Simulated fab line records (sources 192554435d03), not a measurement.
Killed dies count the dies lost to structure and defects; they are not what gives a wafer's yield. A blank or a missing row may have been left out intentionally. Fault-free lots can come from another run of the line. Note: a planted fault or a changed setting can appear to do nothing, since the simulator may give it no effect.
Lot-split experiment || flow n5Finfet || on a route of 1938 steps: 7 lots, 21 wafers read

THE SPLIT ITSELF
At N5_PMOS_HMC_CHANNEL_EPI_COAT_03 (resist thk 205 nm), the setting spinRpm was moved away from the recipe's 1500 rpm on 9 of the 21 wafers read, by -10.3% to +7.9%. For the rest of the wafers, this setting stayed at what the recipe calls for.

FROM THE SPLIT TO THE READING: what the file shows between them, 5 steps
- N5_PMOS_HMC_CHANNEL_EPI_PEB_07: peb time 60 s (also split here: pebTimeS)
- N5_PMOS_HMC_CHANNEL_EPI_DEVELOP_08: develop time 30 s
- N5_PMOS_HMC_CHANNEL_EPI_CD_MEAS_09: target cd 237.4 nm
- N5_PMOS_HMC_CHANNEL_EPI_DESCUM_14: chemistry O2, time 7.9 s
- N5_PMOS_HMC_CHANNEL_EPI_ETCH_32: etches BARC in N2/H2, stops on SiO2, target depth 85.8 nm, time 50.3 s

THE READING
CAR-ArF-block_of_PMOS_HMC_CHANNEL_EPI_COAT_03.thkNm (the simulator's own value, which no gauge read), in nm, at N5_PMOS_HMC_CHANNEL_EPI_HM_OPEN_15 (chemistry CHF3/O2, target SiO2, target depth 40.6 nm, time 20.3 s). There is no usual value for it anywhere in the file. Across the 12 wafers here that went through the recipe, the average is 91.30 nm and the standard deviation 1.6 nm.

{"wafer": "L074.1", "tool, chamber at the split": "lithoTrack-04, 0", "spinRpm as run, rpm": 1500, "against the recipe": "recipe", "CAR-ArF-block_of_PMOS_HMC_CHANNEL_EPI_COAT_03.thkNm, nm": 89.41, "against lot-mates on the recipe": "-"}
{"wafer": "L074.2", "tool, chamber at the split": "lithoTrack-04, 0", "spinRpm as run, rpm": 1346, "against the recipe": "-10.3%", "CAR-ArF-block_of_PMOS_HMC_CHANNEL_EPI_COAT_03.thkNm, nm": 103.7, "against lot-mates on the recipe": "+14.29"}
{"wafer": "L074.6", "tool, chamber at the split": "lithoTrack-04, 0", "spinRpm as run, rpm": 1346, "against the recipe": "-10.3%", "CAR-ArF-block_of_PMOS_HMC_CHANNEL_EPI_COAT_03.thkNm, nm": 101.9, "against lot-mates on the recipe": "+12.49"}
{"wafer": "L076.1", "tool, chamber at the split": "lithoTrack-01, 0", "spinRpm as run, rpm": 1607, "against the recipe": "+7.1%", "CAR-ArF-block_of_PMOS_HMC_CHANNEL_EPI_COAT_03.thkNm, nm": 80.93, "against lot-mates on the recipe": -9.06}
{"wafer": "L076.3", "tool, chamber at the split": "lithoTrack-01, 0", "spinRpm as run, rpm": 1500, "against the recipe": "recipe", "CAR-ArF-block_of_PMOS_HMC_CHANNEL_EPI_COAT_03.thkNm, nm": 91.85, "against lot-mates on the recipe": "-"}
{"wafer": "L076.6", "tool, chamber at the split": "lithoTrack-01, 0", "spinRpm as run, rpm": 1500, "against the recipe": "recipe", "CAR-ArF-block_of_PMOS_HMC_CHANNEL_EPI_COAT_03.thkNm, nm": 88.14, "against lot-mates on the recipe": "-"}
{"wafer": "L079.2", "tool, chamber at the split": "lithoTrack-04, 0", "spinRpm as run, rpm": 1500, "against the recipe": "recipe", "CAR-ArF-block_of_PMOS_HMC_CHANNEL_EPI_COAT_03.thkNm, nm": 93.45, "against lot-mates on the recipe": "-"}
{"wafer": "L079.4", "tool, chamber at the split": "lithoTrack-04, 0", "spinRpm as run, rpm": 1500, "against the recipe": "recipe", "CAR-ArF-block_of_PMOS_HMC_CHANNEL_EPI_COAT_03.thkNm, nm": 90.31, "against lot-mates on the recipe": "-"}
{"wafer": "L079.6", "tool, chamber at the split": "lithoTrack-04, 0", "spinRpm as run, rpm": 1500, "against the recipe": "recipe", "CAR-ArF-block_of_PMOS_HMC_CHANNEL_EPI_COAT_03.thkNm, nm": 90.98, "against lot-mates on the recipe": "-"}
{"wafer": "L081.3", "tool, chamber at the split": "lithoTrack-04, 0", "spinRpm as run, rpm": 1500, "against the recipe": "recipe", "CAR-ArF-block_of_PMOS_HMC_CHANNEL_EPI_COAT_03.thkNm, nm": 91.44, "against lot-mates on the recipe": "-"}
{"wafer": "L081.4", "tool, chamber at the split": "lithoTrack-04, 0", "spinRpm as run, rpm": 1500, "against the recipe": "recipe", "CAR-ArF-block_of_PMOS_HMC_CHANNEL_EPI_COAT_03.thkNm, nm": 89.99, "against lot-mates on the recipe": "-"}
{"wafer": "L081.6", "tool, chamber at the split": "lithoTrack-04, 0", "spinRpm as run, rpm": 1500, "against the recipe": "recipe", "CAR-ArF-block_of_PMOS_HMC_CHANNEL_EPI_COAT_03.thkNm, nm": 91.92, "against lot-mates on the recipe": "-"}
{"wafer": "L094.1", "tool, chamber at the split": "lithoTrack-04, 0", "spinRpm as run, rpm": 1564, "against the recipe": "+4.3%", "CAR-ArF-block_of_PMOS_HMC_CHANNEL_EPI_COAT_03.thkNm, nm": 87.73, "against lot-mates on the recipe": -5.89}
{"wafer": "L094.3", "tool, chamber at the split": "lithoTrack-04, 0", "spinRpm as run, rpm": 1500, "against the recipe": "recipe", "CAR-ArF-block_of_PMOS_HMC_CHANNEL_EPI_COAT_03.thkNm, nm": 93.62, "against lot-mates on the recipe": "-"}
{"wafer": "L094.6", "tool, chamber at the split": "lithoTrack-04, 0", "spinRpm as run, rpm": 1564, "against the recipe": "+4.3%", "CAR-ArF-block_of_PMOS_HMC_CHANNEL_EPI_COAT_03.thkNm, nm": 87.29, "against lot-mates on the recipe": -6.33}
{"wafer": "L095.1", "tool, chamber at the split": "lithoTrack-04, 0", "spinRpm as run, rpm": 1610, "against the recipe": "+7.3%", "CAR-ArF-block_of_PMOS_HMC_CHANNEL_EPI_COAT_03.thkNm, nm": 84.2, "against lot-mates on the recipe": -9.03}
{"wafer": "L095.4", "tool, chamber at the split": "lithoTrack-04, 0", "spinRpm as run, rpm": 1500, "against the recipe": "recipe", "CAR-ArF-block_of_PMOS_HMC_CHANNEL_EPI_COAT_03.thkNm, nm": 93.23, "against lot-mates on the recipe": "-"}
{"wafer": "L095.5", "tool, chamber at the split": "lithoTrack-04, 0", "spinRpm as run, rpm": 1610, "against the recipe": "+7.3%", "CAR-ArF-block_of_PMOS_HMC_CHANNEL_EPI_COAT_03.thkNm, nm": 84.53, "against lot-mates on the recipe": -8.70}
{"wafer": "L097.1", "tool, chamber at the split": "lithoTrack-05, 0", "spinRpm as run, rpm": 1619, "against the recipe": "+7.9%", "CAR-ArF-block_of_PMOS_HMC_CHANNEL_EPI_COAT_03.thkNm, nm": 84.99, "against lot-mates on the recipe": -6.30}
{"wafer": "L097.2", "tool, chamber at the split": "lithoTrack-05, 0", "spinRpm as run, rpm": 1619, "against the recipe": "+7.9%", "CAR-ArF-block_of_PMOS_HMC_CHANNEL_EPI_COAT_03.thkNm, nm": 85.01, "against lot-mates on the recipe": -6.28}
{"wafer": "L097.5", "tool, chamber at the split": "lithoTrack-05, 0", "spinRpm as run, rpm": 1500, "against the recipe": "recipe", "CAR-ArF-block_of_PMOS_HMC_CHANNEL_EPI_COAT_03.thkNm, nm": 91.29, "against lot-mates on the recipe": "-"}

THE FIT
A straight line over all 21 wafers: CAR-ArF-block_of_PMOS_HMC_CHANNEL_EPI_COAT_03.thkNm changes by -1.04 nm for each +1% of spinRpm; r = -0.96; the points scatter about the line by 1.6 nm.
The same after taking each lot's own level away (the mean of its wafers on the recipe; 21 wafers): -1.18 nm for each +1%; r = -0.97; scatter 1.4 nm.
The reading moves by 12 nm for the largest change in spinRpm, on that fit.
From 89.410 to 93.620 nm: that is the span of the lots' own levels, equal to 2.6 times the standard deviation above.
Hence the slope depends on the lot-to-lot level, as the two fits are not the same.
Check: for one of the wafers moved furthest among these (-10.3%), held out of the fit, the line's prediction against its lot-mates is +11.5 nm. It came out at +14.3 nm against them.

OTHER SPLITS ON THESE WAFERS
Before the reading, these wafers also passed through other splits. Each is held against what the fit with the lots' levels taken away leaves over:
{"other split on the same wafers": "N5_WELL_APT_EXPOSE_05 doseMj", "wafers away from the commonest value": 4, "r with CAR-ArF-block_of_PMOS_HMC_CHANNEL_EPI_COAT_03.thkNm (lot level and that fit taken away)": -0.18}
{"other split on the same wafers": "N5_WELL_APT_DEVELOP_07 developTimeS", "wafers away from the commonest value": 4, "r with CAR-ArF-block_of_PMOS_HMC_CHANNEL_EPI_COAT_03.thkNm (lot level and that fit taken away)": "+0.08"}
{"other split on the same wafers": "N5_PMOS_HMC_CHANNEL_EPI_PEB_07 pebTimeS", "wafers away from the commonest value": 3, "r with CAR-ArF-block_of_PMOS_HMC_CHANNEL_EPI_COAT_03.thkNm (lot level and that fit taken away)": "+0.12"}

THE WHOLE CHAIN: every reading that the file lists as answering this split, in the file's order
{"step": "N5_PMOS_HMC_CHANNEL_EPI_COAT_03", "what it does": "resist thk 205 nm", "reading": "CAR-ArF-block_of_PMOS_HMC_CHANNEL_EPI_COAT_03.thkNm (the simulator's own value, which no gauge read)", "change (the file's fit)": "-1.05 nm for each +1% of the setting", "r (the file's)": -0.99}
{"step": "N5_PMOS_HMC_CHANNEL_EPI_HM_OPEN_15", "what it does": "chemistry CHF3/O2, target SiO2, target depth 40.6 nm, time 20.3 s", "reading": "CAR-ArF-block_of_PMOS_HMC_CHANNEL_EPI_COAT_03.thkNm (the simulator's own value, which no gauge read)", "change (the file's fit)": "-1.18 nm for each +1% of the setting", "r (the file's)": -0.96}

THE FILE'S OWN FIT
CAR-ArF-block_of_PMOS_HMC_CHANNEL_EPI_COAT_03.thkNm changes by -1.18 nm for each +1% of spinRpm, r = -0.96.
